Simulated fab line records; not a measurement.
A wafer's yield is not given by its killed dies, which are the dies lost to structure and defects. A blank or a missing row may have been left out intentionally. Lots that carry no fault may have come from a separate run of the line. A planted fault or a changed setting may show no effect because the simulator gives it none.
Matching of chambers | flow n5 finfet | pecvd-03 running N5_BEOL_M0_SAQP_PECVD_03: 3 sister chambers
The step deposits SiCN from 3MS/NH3, target thk 12 nm, time 21.1 s. 14 wafers are shown with their chamber, then 7 later ones without.

== WAFERS, EACH WITH ITS CHAMBER ==
wafer  | chamber | throttle valve pct (%) | showerhead plenum p Torr (Torr)
L074.1 | 0       | 8.4                    | 3.691
L074.4 | 1       | 9.8                    | 3.655
L074.6 | 0       | 8.3                    | 3.692
L081.1 | 1       | 9.8                    | 3.662
L081.2 | 2       | 9.2                    | 3.672
L081.4 | 1       | 9.8                    | 3.656
L082.2 | 0       | 8.5                    | 3.702
L082.3 | 1       | 9.7                    | 3.660
L082.4 | 0       | 8.4                    | 3.700
L087.2 | 1       | 9.8                    | 3.664
L087.5 | 1       | 9.7                    | 3.655
L087.6 | 2       | 9.2                    | 3.673
L088.1 | 0       | 8.5                    | 3.695
L088.4 | 0       | 8.6                    | 3.701

SIGNATURES (averages over the wafers above)
reading                  | chamber 0 | chamber 1 | chamber 2 | scatter within a chamber
throttle valve pct       | 8.450     | 9.767     | 9.200     | 0.0788
showerhead plenum p Torr | 3.69683   | 3.65867   | 3.67250   | 0.00416
Rule: for each reading, subtract the chamber's mean from the wafer's reading, divide by that reading's scatter and square the result; add these up over the readings and take the root, which gives the wafer's distance from the chamber. If the next closest chamber is less than 2 further off than the closest, the wafer can't be placed; otherwise it belongs to the closest. The scatter is the square root of a quotient: the sum, over the shown wafers, of each reading's squared deviation from its chamber's mean, divided by wafers minus chambers.

== WAFERS WHOSE CHAMBER IS MISSING ==
wafer  | throttle valve pct (%) | showerhead plenum p Torr (Torr)
L088.5 | 9.6                    | 3.681
L089.1 | 9.6                    | 3.670
L089.4 | 9.2                    | 3.682
L089.6 | 9.8                    | 3.659
L091.2 | 9.8                    | 3.656
L091.3 | 9.8                    | 3.658
L091.5 | 9.6                    | 3.661

== EACH ONE'S CHAMBER ==
wafer  | from the rows above     | in truth
L088.5 | can't be placed: 2 or 1 | 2
L089.1 | can't be placed: 1 or 2 | 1
L089.4 | 2                       | 2
L089.6 | 1                       | 1
L091.2 | 1                       | 1
L091.3 | 1                       | 1
L091.5 | 1                       | 1
5 of 7 placed correctly. From these rows, 2 cannot be placed; in 2 the true chamber is one of the candidates. Wrongly placed: 0.
